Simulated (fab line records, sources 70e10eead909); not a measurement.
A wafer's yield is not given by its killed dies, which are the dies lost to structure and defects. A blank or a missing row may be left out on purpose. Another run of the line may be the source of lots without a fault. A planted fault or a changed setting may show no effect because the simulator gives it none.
Matching of chambers / flow nandHarc / NHARC_A_CHANNEL_HOLE_D1_ETCH_44 on rieDiel-01 has 4 sister chambers
The step etches the open film in CF4/O2, target depth 140 nm, overetch 14 nm, time 77 s. 7 wafers are shown with their chamber, then 7 later ones without.

WAFERS, EACH WITH ITS CHAMBER
wafer=L079.2; chamber=1; oesProductAu (a.u.)=1.011; showerheadPlenumPTorr (Torr)=1.27
wafer=L080.3; chamber=2; oesProductAu (a.u.)=1.012; showerheadPlenumPTorr (Torr)=1.25
wafer=L082.1; chamber=2; oesProductAu (a.u.)=1.010; showerheadPlenumPTorr (Torr)=1.25
wafer=L082.4; chamber=0; oesProductAu (a.u.)=0.988; showerheadPlenumPTorr (Torr)=1.36
wafer=L082.6; chamber=3; oesProductAu (a.u.)=0.995; showerheadPlenumPTorr (Torr)=1.44
wafer=L087.1; chamber=3; oesProductAu (a.u.)=0.998; showerheadPlenumPTorr (Torr)=1.44
wafer=L087.2; chamber=0; oesProductAu (a.u.)=0.982; showerheadPlenumPTorr (Torr)=1.35

WAFERS WHOSE CHAMBER IS MISSING
wafer=L087.6; oesProductAu (a.u.)=1.008; showerheadPlenumPTorr (Torr)=1.44
wafer=L089.1; oesProductAu (a.u.)=1.003; showerheadPlenumPTorr (Torr)=1.44
wafer=L089.3; oesProductAu (a.u.)=0.981; showerheadPlenumPTorr (Torr)=1.35
wafer=L089.6; oesProductAu (a.u.)=1.022; showerheadPlenumPTorr (Torr)=1.24
wafer=L091.3; oesProductAu (a.u.)=0.991; showerheadPlenumPTorr (Torr)=1.35
wafer=L091.4; oesProductAu (a.u.)=1.014; showerheadPlenumPTorr (Torr)=1.26
wafer=L091.6; oesProductAu (a.u.)=1.000; showerheadPlenumPTorr (Torr)=1.44

CHAMBER TAKEN BY EACH
wafer=L087.6; from the rows above=3; in truth=3
wafer=L089.1; from the rows above=3; in truth=3
wafer=L089.3; from the rows above=0; in truth=0
wafer=L089.6; from the rows above=2; in truth=2
wafer=L091.3; from the rows above=0; in truth=0
wafer=L091.4; from the rows above=can't be placed: 2 or 1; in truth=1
wafer=L091.6; from the rows above=3; in truth=3
Placed correctly: 6 of 7. These rows do not allow placing 1 (true chamber among the candidates in 1). Wrongly placed: 0.
How it was worked out, from the rows above alone: a wafer's distance from a chamber is the root of the sum, over the readings, of the square of ((its reading less the chamber's mean) divided by the reading's scatter). The wafer belongs to the nearest chamber; if the next one is less than 2 further off, it can't be placed. A chamber's mean is the mean of its shown wafers. The scatter: take each reading less its chamber's mean, square it, sum over the shown wafers, divide by the number of wafers less the number of chambers, and take the root.
